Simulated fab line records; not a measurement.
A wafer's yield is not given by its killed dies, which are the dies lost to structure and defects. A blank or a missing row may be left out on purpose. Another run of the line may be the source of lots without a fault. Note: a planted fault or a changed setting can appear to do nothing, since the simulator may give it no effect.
Problem report in the 8D (eight disciplines) form, filled by code	flow n5Finfet	the parts of the form that need people (team, actions taken, sign-off) are left out

## 1. WHAT IS WRONG
rawDefectCount at N5_GATE_CUT_INSPECT_26 reads a mean of 488 on 3 wafers of 2 lots; wafers without a fault read 42 with a standard deviation of 21. That puts it +21 standard deviations away from the usual mean.
The step: inspects for defects (darkfield).
Seen first at day 7 11:50 on defectInspect-02, wafer L713.4. The record holds 30 wafers of 10 lots with a number at this step. Rule for "out" (also "out of limits"): further than 4 standard deviations from the usual mean. The other wafers with a number count as sound.

## 2. WHAT IT IS; WHAT IT IS NOT
question	is	is not
which readings at this step	rawDefectCount	-
which lots	L713, L715	L703, L704, L706, L707, L712, L716, L722, L723
which wafers of those lots	L713.4, L713.6, L715.3	L713.2, L715.4, L715.5
read on which gauges	defectInspect-02	defectInspect-01
when	from day 7 11:50	up to then (16 sound wafers); but 11 sound wafers of L715, L716, L722, L723 came after

## 3. THE SUSPECTS, EACH WITH WHAT RULES IT OUT
Counting: if a tool at a process step up to the reading ran every lot that is out, it stays a suspect. Sound lots after the first of them don't rule it out here, since some wafers of a struck lot are sound.
- ruled out: the gauge at N5_GATE_CUT_INSPECT_26. All the wafers that are out were read on defectInspect-02, but those of them that N5_PASSIVATION_PROBE_49 has rows for are out there too, on other tools.
- cmp-01 at N5_GATE_CUT_CMP_61 (polishes, stops on SiNx, t overpolish 3 s): kept. It ran every lot that is out, first L713 (day 7 11:36); its last sound lot up to then is L706 (day 5 16:49).
- At N5_GATE_CUT_CMP_61, inside cmp-01: chamber 0 took the wafers that are out, while their sound lot-mates went through chambers 2, 3.
After counting, what remains is cmp-01 at N5_GATE_CUT_CMP_61.

## 4. THE CAUSE (what the simulator had put in)
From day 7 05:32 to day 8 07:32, cmp-01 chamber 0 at N5_GATE_CUT_CMP_61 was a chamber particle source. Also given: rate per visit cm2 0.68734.
After counting, this tool was the only one left.

## 5. THE EFFECT CHAIN, in route order
Each row: a reading whose mean over the struck wafers that have a number lies more than 3 standard deviations from the usual. Scope: only readings with a usual standard deviation given in the record; hours: median across lots of the time from each lot's start at the first step in this table that gives one to its start at this step; sigmas: change in usual standard deviations.
hours	step	reading	usual	on struck wafers	change	sigmas
0	N5_GATE_CUT_INSPECT_26	rawDefectCount	42	488	+446	+21
0	N5_MOL_CONTACT_COAG_INSPECT_10	rawDefectCount	73	511	+438	+13
210	N5_PASSIVATION_PROBE_49	killedAtFrontEnd	43	400	+357	+30
210	N5_PASSIVATION_PROBE_49	killedDies	106	452	+346	+20
210	N5_PASSIVATION_PROBE_49	killedOnRim	14	56	+42	+11
It contains these process steps:
- N5_PASSIVATION_PROBE_49

## 6. HOW IT WOULD HAVE BEEN CAUGHT EARLIER
The first out-of-limits reading at a measuring or inspecting step in this record came at day 7 11:50, 6 hours after the fault's start at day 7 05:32.
Of the tool readings at N5_GATE_CUT_CMP_61 for which the record gives a usual standard deviation, none was out on any struck wafer, so an alarm limit of 4 standard deviations on them would not have fired.
L715, from the lots that are out (2), started N5_GATE_CUT_CMP_61 on cmp-01 later than day 7 11:50. A tool hold placed at that time would have kept it from harm.
